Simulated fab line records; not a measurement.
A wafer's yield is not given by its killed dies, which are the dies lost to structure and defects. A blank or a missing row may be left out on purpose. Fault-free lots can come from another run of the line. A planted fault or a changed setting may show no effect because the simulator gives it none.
Matching of chambers || flow n5Finfet || 3 sister chambers for N5_BEOL_M4_PECVD_72 on pecvd-04
The step deposits SiO2 from TEOS/O2, target thk 16 nm, time 18 s. 24 wafers are shown with their chamber, then 12 later ones without.

## WAFERS WITH THEIR CHAMBER
{"wafer": "L075.1", "chamber": 0, "throttleValvePct (%)": 21.1, "showerheadPlenumPTorr (Torr)": 8.74, "heaterPowerW (W)": 651}
{"wafer": "L075.4", "chamber": 0, "throttleValvePct (%)": 21.3, "showerheadPlenumPTorr (Torr)": 8.76, "heaterPowerW (W)": 649}
{"wafer": "L075.5", "chamber": 2, "throttleValvePct (%)": 22.5, "showerheadPlenumPTorr (Torr)": 8.83, "heaterPowerW (W)": 587}
{"wafer": "L078.1", "chamber": 2, "throttleValvePct (%)": 22.2, "showerheadPlenumPTorr (Torr)": 8.81, "heaterPowerW (W)": 623}
{"wafer": "L078.5", "chamber": 1, "throttleValvePct (%)": 22.3, "showerheadPlenumPTorr (Torr)": 8.82, "heaterPowerW (W)": 702}
{"wafer": "L078.6", "chamber": 0, "throttleValvePct (%)": 21.0, "showerheadPlenumPTorr (Torr)": 8.74, "heaterPowerW (W)": 714}
{"wafer": "L079.1", "chamber": 1, "throttleValvePct (%)": 22.1, "showerheadPlenumPTorr (Torr)": 8.80, "heaterPowerW (W)": 674}
{"wafer": "L079.4", "chamber": 1, "throttleValvePct (%)": 22.3, "showerheadPlenumPTorr (Torr)": 8.81, "heaterPowerW (W)": 671}
{"wafer": "L079.5", "chamber": 0, "throttleValvePct (%)": 20.8, "showerheadPlenumPTorr (Torr)": 8.74, "heaterPowerW (W)": 585}
{"wafer": "L082.3", "chamber": 1, "throttleValvePct (%)": 22.6, "showerheadPlenumPTorr (Torr)": 8.83, "heaterPowerW (W)": 738}
{"wafer": "L082.5", "chamber": 0, "throttleValvePct (%)": 21.3, "showerheadPlenumPTorr (Torr)": 8.73, "heaterPowerW (W)": 635}
{"wafer": "L082.6", "chamber": 1, "throttleValvePct (%)": 22.4, "showerheadPlenumPTorr (Torr)": 8.82, "heaterPowerW (W)": 732}
{"wafer": "L083.2", "chamber": 1, "throttleValvePct (%)": 22.5, "showerheadPlenumPTorr (Torr)": 8.81, "heaterPowerW (W)": 701}
{"wafer": "L083.3", "chamber": 2, "throttleValvePct (%)": 22.2, "showerheadPlenumPTorr (Torr)": 8.80, "heaterPowerW (W)": 586}
{"wafer": "L083.5", "chamber": 1, "throttleValvePct (%)": 22.3, "showerheadPlenumPTorr (Torr)": 8.81, "heaterPowerW (W)": 698}
{"wafer": "L086.2", "chamber": 1, "throttleValvePct (%)": 22.4, "showerheadPlenumPTorr (Torr)": 8.83, "heaterPowerW (W)": 628}
{"wafer": "L086.3", "chamber": 2, "throttleValvePct (%)": 22.6, "showerheadPlenumPTorr (Torr)": 8.83, "heaterPowerW (W)": 571}
{"wafer": "L086.6", "chamber": 2, "throttleValvePct (%)": 22.2, "showerheadPlenumPTorr (Torr)": 8.80, "heaterPowerW (W)": 553}
{"wafer": "L088.4", "chamber": 1, "throttleValvePct (%)": 22.2, "showerheadPlenumPTorr (Torr)": 8.84, "heaterPowerW (W)": 677}
{"wafer": "L088.5", "chamber": 2, "throttleValvePct (%)": 22.1, "showerheadPlenumPTorr (Torr)": 8.80, "heaterPowerW (W)": 539}
{"wafer": "L088.6", "chamber": 1, "throttleValvePct (%)": 22.4, "showerheadPlenumPTorr (Torr)": 8.81, "heaterPowerW (W)": 646}
{"wafer": "L091.2", "chamber": 0, "throttleValvePct (%)": 21.0, "showerheadPlenumPTorr (Torr)": 8.74, "heaterPowerW (W)": 663}
{"wafer": "L091.4", "chamber": 1, "throttleValvePct (%)": 22.3, "showerheadPlenumPTorr (Torr)": 8.83, "heaterPowerW (W)": 737}
{"wafer": "L091.6", "chamber": 0, "throttleValvePct (%)": 21.0, "showerheadPlenumPTorr (Torr)": 8.75, "heaterPowerW (W)": 669}

SIGNATURES (averages over the wafers above)
{"reading": "throttleValvePct", "chamber 0": 21.071, "chamber 1": 22.345, "chamber 2": 22.300, "scatter within a chamber": 0.166}
{"reading": "showerheadPlenumPTorr", "chamber 0": 8.7429, "chamber 1": 8.8191, "chamber 2": 8.8117, "scatter within a chamber": 0.0122}
{"reading": "heaterPowerW", "chamber 0": 652.29, "chamber 1": 691.27, "chamber 2": 576.50, "scatter within a chamber": 35.6}
Rule: distance of a wafer from a chamber = root of the sum over the readings of ((wafer's reading minus chamber's mean) / reading's scatter) squared. The wafer belongs to the nearest chamber; if the next one is less than 2 further off, it can't be placed. The scatter: take each reading less its chamber's mean, square it, sum over the shown wafers, divide by the number of wafers less the number of chambers, and take the root.

## WAFERS WITH NO CHAMBER GIVEN
{"wafer": "L092.1", "throttleValvePct (%)": 21.2, "showerheadPlenumPTorr (Torr)": 8.74, "heaterPowerW (W)": 606}
{"wafer": "L092.2", "throttleValvePct (%)": 22.3, "showerheadPlenumPTorr (Torr)": 8.81, "heaterPowerW (W)": 601}
{"wafer": "L092.3", "throttleValvePct (%)": 22.2, "showerheadPlenumPTorr (Torr)": 8.80, "heaterPowerW (W)": 752}
{"wafer": "L093.2", "throttleValvePct (%)": 22.3, "showerheadPlenumPTorr (Torr)": 8.82, "heaterPowerW (W)": 518}
{"wafer": "L093.4", "throttleValvePct (%)": 22.5, "showerheadPlenumPTorr (Torr)": 8.80, "heaterPowerW (W)": 528}
{"wafer": "L093.5", "throttleValvePct (%)": 22.2, "showerheadPlenumPTorr (Torr)": 8.82, "heaterPowerW (W)": 751}
{"wafer": "L096.2", "throttleValvePct (%)": 21.0, "showerheadPlenumPTorr (Torr)": 8.71, "heaterPowerW (W)": 652}
{"wafer": "L096.4", "throttleValvePct (%)": 22.2, "showerheadPlenumPTorr (Torr)": 8.78, "heaterPowerW (W)": 574}
{"wafer": "L096.5", "throttleValvePct (%)": 22.5, "showerheadPlenumPTorr (Torr)": 8.83, "heaterPowerW (W)": 649}
{"wafer": "L097.3", "throttleValvePct (%)": 21.1, "showerheadPlenumPTorr (Torr)": 8.73, "heaterPowerW (W)": 595}
{"wafer": "L097.4", "throttleValvePct (%)": 22.6, "showerheadPlenumPTorr (Torr)": 8.83, "heaterPowerW (W)": 710}
{"wafer": "L097.5", "throttleValvePct (%)": 21.2, "showerheadPlenumPTorr (Torr)": 8.73, "heaterPowerW (W)": 585}

## WHICH CHAMBER EACH ONE RAN IN
{"wafer": "L092.1", "from the rows above": 0, "in truth": 0}
{"wafer": "L092.2", "from the rows above": "can't be placed: 2 or 1", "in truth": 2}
{"wafer": "L092.3", "from the rows above": 1, "in truth": 1}
{"wafer": "L093.2", "from the rows above": 2, "in truth": 2}
{"wafer": "L093.4", "from the rows above": 2, "in truth": 2}
{"wafer": "L093.5", "from the rows above": 1, "in truth": 1}
{"wafer": "L096.2", "from the rows above": 0, "in truth": 0}
{"wafer": "L096.4", "from the rows above": 2, "in truth": 2}
{"wafer": "L096.5", "from the rows above": "can't be placed: 1 or 2", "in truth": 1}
{"wafer": "L097.3", "from the rows above": 0, "in truth": 0}
{"wafer": "L097.4", "from the rows above": 1, "in truth": 1}
{"wafer": "L097.5", "from the rows above": 0, "in truth": 0}
10 of 12 placed correctly. Not placeable from these rows: 2 (in 2, the candidates include the true chamber). 0 placed wrongly.
